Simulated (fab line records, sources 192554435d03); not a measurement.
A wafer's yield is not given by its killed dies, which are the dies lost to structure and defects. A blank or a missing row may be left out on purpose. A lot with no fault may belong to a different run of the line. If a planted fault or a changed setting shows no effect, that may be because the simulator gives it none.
What tool caused it? :: flow n5Finfet :: 36 wafers from 12 lots sampled at 2 of the route's 1938 steps

WHAT EACH GAUGE READ, for each wafer
N5_BEOL_M6_CD_MEAS_28: the cd target is 40 nm.
lot: L074
measured: day 8 22:03
on: cdSem-02
cdNm (nm): 40.32 39.90 40.01

lot: L077
measured: day 9 11:16
on: cdSem-02
cdNm (nm): 39.59 39.71 40.06

lot: L079
measured: day 9 17:17
on: cdSem-01
cdNm (nm): 40.21 39.69 39.65

lot: L081
measured: day 10 14:46
on: cdSem-03
cdNm (nm): 40.08 39.99 40.20

lot: L083
measured: day 10 22:20
on: cdSem-03
cdNm (nm): 40.23 40.09 40.13

lot: L085
measured: day 11 11:37
on: cdSem-02
cdNm (nm): 39.95 39.24 40.10

lot: L088
measured: day 11 23:56
on: cdSem-01
cdNm (nm): 39.91 39.99 39.76

lot: L087
measured: day 12 07:58
on: cdSem-01
cdNm (nm): 39.86 39.56 39.93

lot: L091
measured: day 12 14:33
on: cdSem-03
cdNm (nm): 40.01 39.85 40.23

lot: L092
measured: day 14 01:22
on: cdSem-03
cdNm (nm): 39.79 40.09 39.85

lot: L094
measured: day 14 05:34
on: cdSem-03
cdNm (nm): 39.69 40.03 39.97

lot: L096
measured: day 15 01:39
on: cdSem-03
cdNm (nm): 40.12 39.57 40.03

EACH LOT AND THE TOOL THAT RAN IT (in order: tool; ch and the chambers of the sampled wafers; start)
lot: L074
N5_BEOL_M6_STRIP_67: rieDiel-01 ch 0,1, day 8 21:22

lot: L077
N5_BEOL_M6_STRIP_67: rieDiel-03 ch 0,1,3, day 9 10:34

lot: L079
N5_BEOL_M6_STRIP_67: rieDiel-01 ch 1,3, day 9 16:37

lot: L081
N5_BEOL_M6_STRIP_67: rieDiel-03 ch 0,1, day 10 11:13

lot: L083
N5_BEOL_M6_STRIP_67: rieDiel-03 ch 0,2,3, day 10 21:41

lot: L085
N5_BEOL_M6_STRIP_67: rieDiel-03 ch 0,2,3, day 11 10:58

lot: L088
N5_BEOL_M6_STRIP_67: rieDiel-03 ch 0,1,3, day 11 21:52

lot: L087
N5_BEOL_M6_STRIP_67: rieDiel-03 ch 0,3, day 12 04:31

lot: L091
N5_BEOL_M6_STRIP_67: rieDiel-01 ch 1,2, day 12 13:01

lot: L092
N5_BEOL_M6_STRIP_67: rieDiel-03 ch 0,3, day 13 23:06

lot: L094
N5_BEOL_M6_STRIP_67: rieDiel-05 ch 1,3, day 14 02:49

lot: L096
N5_BEOL_M6_STRIP_67: rieDiel-01 ch 0,1,2, day 14 23:55
- N5_BEOL_M6_STRIP_67: strips in CF4.

THE ANSWER, worked out from the rows above alone
Rule: usual is defined by the lots themselves. The widest of any qualifying gaps counts: lots, ordered by their means at a reading, are off when they make up no more than a third of the lots, leave a main group of 4 or more, and stand apart from it by 3 or more times the standard deviation of that group's means. If all means in a main group match to the digits the tables above print for the reading, that group is not used. A lot without any number at a reading at which 4 lots or more have one is off too. All remaining lots with rows at the step are treated as sound.
Across all readings shown, no lot is off: no conclusion can be drawn from this.

WHAT THE SIMULATOR PUT IN
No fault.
